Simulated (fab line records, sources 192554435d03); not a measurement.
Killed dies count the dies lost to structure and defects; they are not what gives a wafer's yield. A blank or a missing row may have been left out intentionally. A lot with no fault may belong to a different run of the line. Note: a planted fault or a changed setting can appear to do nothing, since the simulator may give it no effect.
Matching of chambers ; flow n5Finfet ; rieDiel-02 running N5_SDB_ETCH_18: 4 sister chambers
The step etches SOC in N2/H2, target depth 100 nm, overetch 20 nm, time 150 s. 7 wafers are shown with their chamber, then 7 later ones without.

== WAFERS WITH THEIR CHAMBER ==
wafer;chamber;drypumpMotorCurrentA (A);oesProductAu (a.u.)
L592.5;1;5.5;0.84
L594.5;0;5.1;0.81
L595.2;0;5.0;0.80
L595.6;2;6.2;0.73
L598.1;2;6.3;0.72
L598.3;3;6.0;0.63
L598.5;3;5.9;0.63

== WAFERS MISSING THEIR CHAMBER ==
wafer;drypumpMotorCurrentA (A);oesProductAu (a.u.)
L600.1;5.1;0.91
L600.3;6.2;0.72
L602.3;6.0;0.63
L602.5;6.0;0.72
L606.1;5.5;0.87
L606.5;6.3;0.79
L606.6;6.0;0.63

== CHAMBER TAKEN BY EACH ==
wafer;from the rows above;in truth
L600.1;1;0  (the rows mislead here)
L600.3;2;2
L602.3;3;3
L602.5;2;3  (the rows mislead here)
L606.1;1;1
L606.5;2;2
L606.6;3;3
Correct placement for 5 of the 7. Number that these rows cannot place: 0. Number placed wrongly: 2.
How it was worked out, from the rows above alone: a wafer's distance from a chamber is the root of the sum, over the readings, of the square of ((its reading less the chamber's mean) divided by the reading's scatter). The wafer belongs to the nearest chamber; if the next one is less than 2 further off, it can't be placed. The mean given for a chamber averages the wafers shown for that chamber. The scatter: take each reading less its chamber's mean, square it, sum over the shown wafers, divide by the number of wafers less the number of chambers, and take the root.
